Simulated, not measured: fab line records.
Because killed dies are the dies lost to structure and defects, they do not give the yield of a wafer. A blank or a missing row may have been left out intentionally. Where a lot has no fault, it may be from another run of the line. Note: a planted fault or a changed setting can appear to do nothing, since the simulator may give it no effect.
A lot that was struck, set against a sound lot || flow n5_finfet || 38 steps out of a route of 1938
Sound: wafers L580.1, L580.4, L580.5. Struck: wafers L587.1, L587.6 (left out: L587.4, a lot-mate that was not struck); the cause follows at the end.
For every step that has rows: the tool of each side, followed by ch and its chambers, followed by its first start. Under that, the readings that differ: sound wafers || struck wafers || difference of the means || sigmas: that difference in standard deviations of wafers without a fault.
alike: readings whose means differ by less than 2 such deviations, and words and numbers that are the same on both sides. not compared: withheld readings, readings that some wafer has no value for, bounds like >300 that may hide the same value, and numbers for which the record gives no deviation and whose values overlap.
A row with sigmas, a row that says differs or no value, or rows on one side alone: a step with any of these is where the two part. Non-overlapping numbers with no deviation appear without sigmas and do not part them. Lack of a reading on every wafer of one side parts them only where that side has two or more wafers.

first, 9 steps without rows for these wafers: N5_MOL_CONTACT_COAG_SPUTTER_130 (material Co, target thk 47.5 nm); N5_MOL_CONTACT_COAG_PRECLEAN_125 (cleans in DIW, time 57.5 s); N5_MOL_CONTACT_COAG_SRD_126 (dry time 32 s); N5_MOL_CONTACT_COAG_CMP_23 (polishes, stops on SiO2, t overpolish 1.5 s, target thk 0 nm); N5_MOL_CONTACT_COAG_WET_ETCH_26 (target Co, target depth 13 nm); N5_MOL_CONTACT_COAG_WET_ETCH_116 (etches the open film in SC1-inhibited, target depth 4.6 nm, rinse time 30 s); N5_MOL_CONTACT_COAG_ALD_27 (deposits SiOC, target thk 17 nm, pulse time 1.5 s, time 2720 s); N5_MOL_CONTACT_COAG_CMP_28 (polishes, stops on SiNx, t overpolish 0.85 s, target thk 14.522 nm); N5_MOL_CONTACT_COAG_ALD_123 (deposits SiNx, target thk 5 nm, pulse time 1 s, purge time 2 s).
N5_MOL_CONTACT_COAG_PECVD_31: deposits SiO2 from TEOS/O2, target thk 46 nm, time 8.9 s.
  sound on pecvd-03 ch 0,1, day 5 09:31; struck on pecvd-03 ch 0,2, day 6 20:50
{"reading": "model.SiO2_of_MOL_CONTACT_COAG_PECVD_31.thk_nm (nm)", "sound": "45.4 46 45.4", "struck": "47.8 48", "difference": "+2.3", "sigmas": ""}
then, 19 steps without rows for these wafers: N5_MOL_CONTACT_COAG_COAT_75 (time 60 s, resist thk 60 nm); N5_MOL_CONTACT_COAG_COAT_76 (time 60 s, resist thk 10 nm); N5_MOL_CONTACT_COAG_COAT_77 (time 60 s, resist thk 10 nm); N5_MOL_CONTACT_COAG_COAT_78 (resist thk 40 nm); N5_MOL_CONTACT_COAG_EBR_80; N5_MOL_CONTACT_COAG_SOFTBAKE_79 (time 60 s); N5_MOL_CONTACT_COAG_EXPOSE_81 (exposes mask VG, defocus 0 nm); N5_MOL_CONTACT_COAG_PEB_82 (peb time 60 s); N5_MOL_CONTACT_COAG_DEVELOP_83 (develop time 30 s); N5_MOL_CONTACT_COAG_DESCUM_88 (chemistry O2, time 7 s); N5_MOL_CONTACT_COAG_ETCH_89 (etches underlayer in N2/H2, target depth 13 nm, time 10.4 s); N5_MOL_CONTACT_COAG_ETCH_90 (etches SiARC in CF4, target depth 13 nm, time 21.7 s); N5_MOL_CONTACT_COAG_ALD_131 (deposits SiO2, target thk 5 nm, pulse time 1 s, co reactant pulse time 1 s); N5_MOL_CONTACT_COAG_ETCHBACK_132 (etches SiO2 in CHF3, target depth 10 nm, time 6.7 s); N5_MOL_CONTACT_COAG_ETCH_91 (etches SOC in N2/H2, target depth 60 nm, overetch 21 nm, time 101.2 s); N5_MOL_CONTACT_COAG_STRIP_92 (strips in N2/H2); N5_MOL_CONTACT_COAG_STRIP_93 (strips in N2/H2); N5_MOL_CONTACT_COAG_ETCHBACK_135 (etches SiO2 in CHF3, target depth 25 nm, time 16.7 s); N5_MOL_CONTACT_COAG_STRIP_118 (strips in CHF3).
N5_MOL_CONTACT_COAG_VIA_ETCH_46: etches SiO2 in C4F6/O2, target depth 46 nm, overetch 9.2 nm, time 40 s.
  sound on rie_diel-06 ch 0,3, day 5 11:54; struck on rie_diel-05 ch 0,2, day 6 21:54
{"reading": "model.etch.depth_nm (nm)", "sound": "45.47 46.01 45.35", "struck": "47.75 48.02", "difference": "+2.28", "sigmas": ""}
  alike: O2_flow_sccm, drypump_motor_current_A, mfc_ar_sccm, oes_product_au, rf_vpp_V, showerhead_plenum_p_Torr, throttle_valve_pct
  not compared: rf_hours_counter_h
then, 5 steps without rows for these wafers: N5_MOL_CONTACT_COAG_STRIP_96 (strips in N2/H2); N5_MOL_CONTACT_COAG_ETCH_47 (etches SiNx in CH3F/O2, stops on W, target depth 27 nm); N5_MOL_CONTACT_COAG_STRIP_119 (strips in N2/H2, time 30 s); N5_MOL_CONTACT_COAG_PRECLEAN_144 (cleans in alkaline clean, time 60 s); N5_MOL_CONTACT_COAG_SRD_145 (time 30 s).
N5_MOL_CONTACT_COAG_CMP_52: polishes, stops on SiO2, t overpolish 1.5 s, target thk 66.5 nm.
  sound on cmp-03 ch 0,1, day 5 15:01; struck on cmp-01 ch 1,2, day 6 23:59
{"reading": "motor_current_A (A)", "sound": "15.5 11.6 15.9", "struck": "10.5 12.0", "difference": -3.1, "sigmas": -2}
{"reading": "model.SiO2_of_MOL_CONTACT_COAG_PECVD_31.thk_nm (nm)", "sound": "43.4 44 43.4", "struck": "45.8 46", "difference": "+2.3", "sigmas": ""}
  alike: platen_rpm, retaining_ring_pressure_frac
N5_MOL_CONTACT_COAG_THK_MEAS_53:
  struck on film_metro-02, day 7 00:15; sound on film_metro-02, day 5 15:19
{"reading": "VIA_MOL_THK (nm)", "sound": "43.4 44.0 43.3", "struck": "45.7 46.0", "difference": "+2.3", "sigmas": "+3"}
-- record jumps: 9 days separate the struck wafers' starts on either side; left off in module MOL_CONTACT_COAG, taken up again in module PASSIVATION, whose first shown step is the route's number 1936 --
N5_PASSIVATION_PROBE_49:
  struck on prober-02, day 15 13:10; sound on prober-01, day 14 08:33
{"reading": "killed_at_front_end", "sound": "58 63 63", "struck": "40 25", "difference": -29, "sigmas": -2}
  alike: killed_at_M0_to_M3, killed_at_M4_up, killed_at_contacts, killed_at_other, killed_dies, killed_open, killed_short

## WHERE THEY PART
At N5_MOL_CONTACT_COAG_CMP_52 first; at N5_PASSIVATION_PROBE_49 last (within this record only).

WHY: what the simulator had put in
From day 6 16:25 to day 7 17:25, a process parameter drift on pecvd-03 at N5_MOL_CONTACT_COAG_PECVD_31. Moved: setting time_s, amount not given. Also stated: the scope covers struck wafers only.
